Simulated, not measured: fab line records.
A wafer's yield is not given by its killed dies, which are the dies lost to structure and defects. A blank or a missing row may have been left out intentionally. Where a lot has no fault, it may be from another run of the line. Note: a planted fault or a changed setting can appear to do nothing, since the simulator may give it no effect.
Chamber matching ; flow n5_finfet ; N5_SPACER0_ALD_00 on ald_sin-03 has 4 sister chambers
The step deposits SiOCN, target thk 3.5 nm, pulse time 3 s, purge time 2 s. 24 wafers are shown with their chamber, then 12 later ones without.

WAFERS WITH THEIR CHAMBER
wafer;chamber;heater_power_w (W);precursor_pulse_height_rel;chamber_pressure_Torr (Torr)
L074.3;3;688;1.022;1.996
L074.5;1;753;0.990;2.001
L074.6;2;1003;0.974;1.991
L075.2;3;658;1.009;2.000
L075.4;2;1010;0.993;2.004
L075.6;3;695;1.013;2.004
L077.1;1;741;0.989;2.000
L077.4;3;675;0.966;1.996
L077.6;0;960;1.050;1.996
L081.1;3;671;1.053;1.999
L081.2;2;1016;1.003;1.999
L081.5;1;749;1.006;2.000
L085.1;1;741;0.998;1.995
L085.2;3;681;1.007;1.996
L085.5;1;735;0.981;1.997
L087.1;1;747;1.033;2.002
L087.4;2;995;0.951;2.004
L087.5;2;994;1.008;2.000
L088.2;1;738;0.978;2.005
L088.4;2;1010;0.993;1.993
L088.5;2;1019;1.055;1.996
L090.3;2;1038;1.004;2.001
L090.4;3;670;0.989;1.992
L090.6;2;1015;0.988;1.995

SIGNATURES (averages over the wafers above)
reading;chamber 0;chamber 1;chamber 2;chamber 3;scatter within a chamber
heater_power_w;960.00;743.43;1011.11;676.86;11.4
precursor_pulse_height_rel;1.05000;0.99643;0.99656;1.00843;0.0253
chamber_pressure_Torr;1.99600;2.00000;1.99811;1.99757;0.00403
Rule: distance of a wafer from a chamber = root of the sum over the readings of ((wafer's reading minus chamber's mean) / reading's scatter) squared. If the next closest chamber is less than 2 further off than the closest, the wafer can't be placed; otherwise it belongs to the closest. How the scatter is found: for the shown wafers, subtract from each reading the mean of its chamber, square and add these, divide the total by (wafers less chambers), then take the root.

WAFERS WITH NO CHAMBER GIVEN
wafer;heater_power_w (W);precursor_pulse_height_rel;chamber_pressure_Torr (Torr)
L091.1;1025;0.999;2.004
L091.5;729;0.995;1.997
L091.6;946;1.030;1.999
L092.1;953;1.020;2.003
L092.3;746;0.990;2.002
L092.4;1026;1.007;1.995
L093.1;689;0.998;2.003
L093.4;1049;1.007;2.005
L093.6;952;1.000;2.007
L095.3;1004;0.988;1.997
L095.5;739;1.010;2.002
L095.6;981;1.021;1.997

EACH ONE'S CHAMBER
wafer;from the rows above;in truth
L091.1;2;2
L091.5;1;1
L091.6;0;0
L092.1;0;0
L092.3;1;1
L092.4;2;2
L093.1;3;3
L093.4;2;2
L093.6;0;0
L095.3;2;2
L095.5;1;1
L095.6;can't be placed: 0 or 2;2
Placed correctly: 11 of 12. Not placeable from these rows: 1 (in 1, the candidates include the true chamber). Placed wrongly: 0.
